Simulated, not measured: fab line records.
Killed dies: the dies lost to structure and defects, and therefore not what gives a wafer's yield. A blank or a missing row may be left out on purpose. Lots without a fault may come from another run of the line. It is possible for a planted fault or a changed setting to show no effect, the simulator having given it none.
Matching of chambers	flow n5Finfet	N5_SDB_ALD_29 on aldSin-02 has 4 sister chambers
The step deposits SiNx, target thk 30 nm, pulse time 1 s, ald cycles 600. 27 wafers are shown with their chamber, then 12 later ones without.

WAFERS PAIRED WITH THEIR CHAMBERS
wafer	chamber	heaterPowerW (W)	precursorPulseHeightRel
L074.2	0	892	0.950
L074.4	0	889	1.048
L074.5	3	1078	0.974
L075.1	1	836	1.022
L075.3	3	1067	0.939
L075.6	3	1057	1.018
L079.1	0	889	1.043
L079.4	1	824	1.006
L079.6	0	900	1.018
L082.1	0	886	0.978
L082.2	2	930	0.981
L082.4	1	820	1.003
L083.1	3	1072	1.028
L083.3	0	898	0.994
L083.6	3	1051	1.021
L087.2	0	903	0.982
L087.5	2	928	1.014
L087.6	3	1065	1.011
L088.1	0	886	1.007
L088.2	3	1060	1.002
L088.6	3	1072	1.006
L090.3	0	894	1.007
L090.4	2	911	0.996
L090.6	3	1084	0.988
L092.1	3	1103	1.025
L092.2	1	843	1.042
L092.3	2	918	1.028

SIGNATURES (means of the wafers above)
reading	chamber 0	chamber 1	chamber 2	chamber 3	scatter within a chamber
heaterPowerW	893.00	830.75	921.75	1070.90	11.2
precursorPulseHeightRel	1.00300	1.01825	1.00475	1.00120	0.0271
Rule: for each reading, subtract the chamber's mean from the wafer's reading, divide by that reading's scatter and square the result; add these up over the readings and take the root, which gives the wafer's distance from the chamber. The wafer belongs to the nearest chamber; if the next one is less than 2 further off, it can't be placed. The scatter: the root of (the sum of the squares of (reading less its chamber's mean) over the shown wafers, divided by (wafers less chambers)).

WAFERS WITHOUT THEIR CHAMBER
wafer	heaterPowerW (W)	precursorPulseHeightRel
L092.4	890	1.002
L092.5	893	1.001
L092.6	1083	0.978
L093.1	950	1.014
L093.2	890	0.979
L093.3	1071	0.979
L093.4	822	1.019
L093.5	838	1.020
L093.6	945	0.992
L095.2	843	1.002
L095.3	947	1.018
L095.5	831	0.986

WHICH CHAMBER EACH ONE RAN IN
wafer	from the rows above	in truth
L092.4	0	0
L092.5	0	0
L092.6	3	3
L093.1	2	2
L093.2	0	0
L093.3	3	3
L093.4	1	1
L093.5	1	1
L093.6	2	2
L095.2	1	1
L095.3	2	2
L095.5	1	1
12 of 12 placed correctly. Number that these rows cannot place: 0. Number placed wrongly: 0.
